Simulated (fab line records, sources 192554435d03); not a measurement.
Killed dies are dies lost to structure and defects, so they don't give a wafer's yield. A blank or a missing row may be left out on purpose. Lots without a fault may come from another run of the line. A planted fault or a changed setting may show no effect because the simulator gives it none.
fab line records | flow n5_finfet | part 2 of 2: steps 22 to 29 of 29
record lots=5 wafers=15 last_day=17
route steps=1938 shown BEOL_M1@818 BEOL_M2@841
lots that met no fault: from a run of the same line without faults
start_h: hours from the record's first day to the start of the lot's first wafer shown | wait_h: hours since the lot's step before | " the same as in the row above | L1.1+2: a row that stands for several wafers | - no value, or no start given | * or withheld: withheld | < > ~ a bound
route shown NAME@n: a module of which the file shows steps, and the number in the route of the first | usual: mean/standard deviation of fault-free wafers | same: alike in all rows | chamber/n: place in a boat | sites: the reading at each site | _std_site: their standard deviation | _edge_site: outer sites' mean less inner sites' | radius_mm: how far each site lies from the wafer's centre | mask NAME#n: copy n | behind: the tool/chamber that last shaped the wafer | hold: why the lot was held/for how many hours/how that ended | device: the transistor (n, p or np) that didn't switch | end of line: the same wafers' tests at the end of the route | a step without rows: its recipe alone | killed: dies lost to structure and defects at the first sort, not the wafer's yield | map: a wafer's dies, x killed, . not, _ none there
set.NAME: the setting as run; set.NAME@STEP: as run at that earlier step | model.NAME: the simulator's own value behind a step, which no gauge read
lots at some steps of the route; a table a step, a row a wafer
services: from which hour (start_h, from the record's first day; less than 0 if before it) a tool's chamber was out of use, for how many hours, and why
## steps
# step N5_BEOL_M1_RS_MEAS_58
# recipe thk_meas_gauge=four-point-probe reads=Co_of_BEOL_M1_CO_CAP_55+Cu_of_BEOL_M1_ECD_50+Co_of_BEOL_M1_CVD_47+TaN_of_BEOL_M1_ALD_84
# usual M1_RS=0.67/0.037
# columns lot.wafer tool chamber start_h wait_h M1_RS[ohm/sq]
L081.1 film_metro-01 - 176.81 0.0 0.67
L081.2 " - " " 0.67
L081.6 " - " " 0.63
L086.1 film_metro-02 - 211.50 0.1 0.73
L086.2 " - " " 0.73
L086.6 " - " " 0.66
L089.2 film_metro-02 - 222.38 0.1 0.64
L089.5 " - " " 0.64
L089.6 " - " " 0.67
L088.3 film_metro-01 - 228.10 0.1 0.78
L088.4 " - " " 0.67
L088.6 " - " " 0.69
L093.2 film_metro-01 - 241.27 0.1 0.72
L093.3 " - " " 0.65
L093.6 " - " " 0.74
# step N5_BEOL_M1_INSPECT_59
# recipe inspect_instrument=darkfield mode=post_dep
# usual raw_defect_count=66/20
# columns lot.wafer tool chamber start_h wait_h raw_defect_count
L081.1 defect_inspect-02 - 176.83 0.0 56
L081.2 " - " " 98
L081.6 " - " " 113
L086.1 defect_inspect-01 - 211.52 0.0 71
L086.2 " - " " 105
L086.6 " - " " 119
L089.2 defect_inspect-02 - 222.40 0.0 116
L089.5 " - " " 34
L089.6 " - " " 47
L088.3 defect_inspect-02 - 228.12 0.0 49
L088.4 " - " " 47
L088.6 " - " " 34
L093.2 defect_inspect-01 - 241.29 0.0 62
L093.3 " - " " 57
L093.6 " - " " 57
# step N5_BEOL_M2_ILD_DEP_00
# recipe material=SiOC target_thk_a=790 temp_c=350 precursor=DEMS/O2 pressure_torr=5 rf_w=500 time_s=15.3
# usual heater_power_w=487/75 showerhead_plenum_p_Torr=5.697/0.015 susceptor_temp_C=350.01/0.21 throttle_valve_pct=12.0/0.51
# columns lot.wafer tool chamber start_h wait_h heater_power_w showerhead_plenum_p_Torr susceptor_temp_C throttle_valve_pct
L081.1 pecvd-04 1 176.87 0.0 494 5.679 350.29 13.3
L081.2 " 2 " " 533 5.688 350.20 12.0
L081.6 " 2 " " 536 5.707 350.44 11.9
L086.1 pecvd-01 1 211.56 0.0 449 5.695 350.22 12.3
L086.2 " 2 " " 454 5.699 350.30 11.4
L086.6 " 1 " " 449 5.675 350.08 11.9
L089.2 pecvd-04 0 222.44 0.0 408 5.729 350.15 12.3
L089.5 " 1 " " 393 5.678 350.21 13.2
L089.6 " 0 " " 420 5.719 349.79 12.3
L088.3 pecvd-01 2 228.16 0.0 543 5.717 350.01 11.2
L088.4 " 1 " " 374 5.676 349.96 12.1
L088.6 " 0 " " 614 5.687 349.79 11.9
L093.2 pecvd-01 0 241.33 0.0 586 5.682 350.10 11.8
L093.3 " 1 " " 465 5.696 349.73 11.9
L093.6 " 2 " " 491 5.720 350.27 11.5
# step N5_BEOL_M2_THK_MEAS_01
# recipe reads=SiOC_of_BEOL_M2_ILD_DEP_00
# usual M2_ILD_THK=79.1/1.2
# columns lot.wafer tool chamber start_h wait_h M2_ILD_THK[nm]
L081.1 film_metro-02 - 176.94 0.0 78.3
L081.2 " - " " 77.8
L081.6 " - " " 79.2
L086.1 film_metro-01 - 211.63 0.0 79.9
L086.2 " - " " 78.4
L086.6 " - " " 80.4
L089.2 film_metro-01 - 222.51 0.1 79.3
L089.5 " - " " 78.5
L089.6 " - " " 79.8
L088.3 film_metro-02 - 228.23 0.1 77.3
L088.4 " - " " 79.1
L088.6 " - " " 79.5
L093.2 film_metro-01 - 241.40 0.1 79.3
L093.3 " - " " 78.9
L093.6 " - " " 79.3
# step N5_BEOL_M2_PECVD_72
# recipe material=SiO2 target_thk_a=160 temp_c=400 precursor=TEOS/O2 pressure_torr=5.5 rf_w=450 teos_flow_sccm=53.8 gas=O2 flow_sccm=3000 time_s=18
# usual heater_power_w=716/95 showerhead_plenum_p_Torr=8.79/0.065 susceptor_temp_C=399.98/0.2 throttle_valve_pct=22.4/1
# columns lot.wafer tool chamber start_h wait_h heater_power_w showerhead_plenum_p_Torr susceptor_temp_C throttle_valve_pct
L081.1 pecvd-01 2 176.97 0.0 664 8.78 399.82 21.5
L081.2 " 1 " " 702 8.76 400.09 22.9
L081.6 " 2 " " 655 8.82 399.73 21.5
L086.1 pecvd-04 2 211.66 0.0 795 8.87 399.97 22.4
L086.2 " 0 " " 626 8.91 399.98 23.2
L086.6 " 1 " " 678 8.67 399.78 24.7
L089.2 pecvd-02 1 222.54 0.0 537 8.76 399.99 22.6
L089.5 " 1 " " 554 8.74 399.75 23.0
L089.6 " 0 " " 794 8.78 400.12 21.5
L088.3 pecvd-02 2 228.26 0.0 760 8.80 400.02 21.1
L088.4 " 0 " " 767 8.82 399.88 21.7
L088.6 " 2 " " 724 8.80 400.07 21.1
L093.2 pecvd-01 2 241.43 0.0 810 8.81 400.28 21.8
L093.3 " 1 " " 656 8.74 399.97 22.8
L093.6 " 1 " " 650 8.74 400.12 22.6
# step N5_BEOL_M2_HM_DEP_02
# recipe material=TiN target_thk_a=200 temp_c=25 chamber_pressure_pa=0.49996
# usual susceptor_temp_C=25.00/0.12 throttle_valve_pct=30.3/1
# columns lot.wafer tool chamber start_h wait_h susceptor_temp_C throttle_valve_pct
L081.1 pvd_sputter-01 - 179.23 2.2 25.04 29.5
L081.2 " - " " 24.93 31.6
L081.6 " - " " 25.16 31.2
L086.1 pvd_sputter-01 - 213.71 2.0 25.00 31.5
L086.2 " - " " 25.03 29.5
L086.6 " - " " 24.95 31.8
L089.2 pvd_sputter-03 - 222.90 0.3 24.99 30.2
L089.5 " - " " 25.16 29.3
L089.6 " - " " 25.11 30.6
L088.3 pvd_sputter-02 - 228.53 0.3 25.13 28.2
L088.4 " - " " 25.07 29.3
L088.6 " - " " 24.93 29.6
L093.2 pvd_sputter-01 - 243.01 1.6 25.13 30.9
L093.3 " - " " 24.82 31.4
L093.6 " - " " 24.86 29.7
# step N5_BEOL_M2_COAT_61
# recipe resist=SOC temp_c=250 time_s=60 spin_rpm=1500 resist_thk_nm=60
# usual dispense_pressure_kPa=47.1/2.5
# columns lot.wafer tool chamber start_h wait_h dispense_pressure_kPa
L081.1 litho_track-01 0 179.36 0.1 44.0
L081.2 " 0 " " 44.0
L081.6 " 0 " " 44.0
L086.1 litho_track-01 0 213.84 0.1 44.0
L086.2 " 0 " " 44.0
L086.6 " 0 " " 44.1
L089.2 litho_track-03 0 223.02 0.1 48.5
L089.5 " 0 " " 48.5
L089.6 " 0 " " 48.5
L088.3 litho_track-01 0 228.66 0.1 44.0
L088.4 " 0 " " 44.0
L088.6 " 0 " " 44.0
L093.2 litho_track-04 0 243.14 0.1 49.7
L093.3 " 0 " " 49.7
L093.6 " 0 " " 49.7
# step N5_BEOL_M2_COAT_62
# recipe resist=SiARC temp_c=220 time_s=60 spin_rpm=1500 resist_thk_nm=12
# usual dispense_pressure_kPa=47.1/2.4
# columns lot.wafer tool chamber start_h wait_h dispense_pressure_kPa
L081.1 litho_track-01 0 - - 44.0
L081.2 " 0 " " 44.1
L081.6 " 0 " " 44.0
L086.1 litho_track-01 0 - - 44.1
L086.2 " 0 " " 44.0
L086.6 " 0 " " 44.1
L089.2 litho_track-03 0 - - 48.5
L089.5 " 0 " " 48.6
L089.6 " 0 " " 48.5
L088.3 litho_track-01 0 - - 44.0
L088.4 " 0 " " 44.1
L088.6 " 0 " " 44.1
L093.2 litho_track-04 0 - - 49.7
L093.3 " 0 " " 49.7
L093.6 " 0 " " 49.7
## services
# columns tool chamber start_h hours kind
cvd_co-02 - 157.45 0.8 repair
ecd_cu-01 - 162.25 1.8 repair
pecvd-02 2 175.35 2.1 scheduled_down
pecvd-02 - 175.95 0.5 repair
pecvd-03 0 179.86 2.1 scheduled_down
pecvd-03 0 183.21 5.5 scheduled_down
cvd_co-01 0 186.88 23.8 repair
pecvd-03 - 196.68 14.6 pm
pecvd-04 - 205.95 1.2 repair
pecvd-03 2 211.28 - clean
pecvd-03 2 211.28 - consumable_replace:showerhead
pecvd-03 2 211.28 29.0 scheduled_down
pecvd-03 2 211.28 29.0 vent_cycle
pecvd-03 1 213.11 - calibration
rtp_anneal-01 - 213.20 3.0 pm
cvd_co-02 - 222.41 14.6 pm
pecvd-02 0 230.04 5.0 scheduled_down
cmp-01 - 231.26 4.0 pm
litho_track-03 - 234.58 - consumable_replace:filter
pecvd-02 0 235.04 5.5 scheduled_down
cmp-01 - 235.26 - consumable_replace:conditioner
cmp-01 - 235.26 - consumable_replace:pad
pecvd-04 1 238.99 5.5 scheduled_down
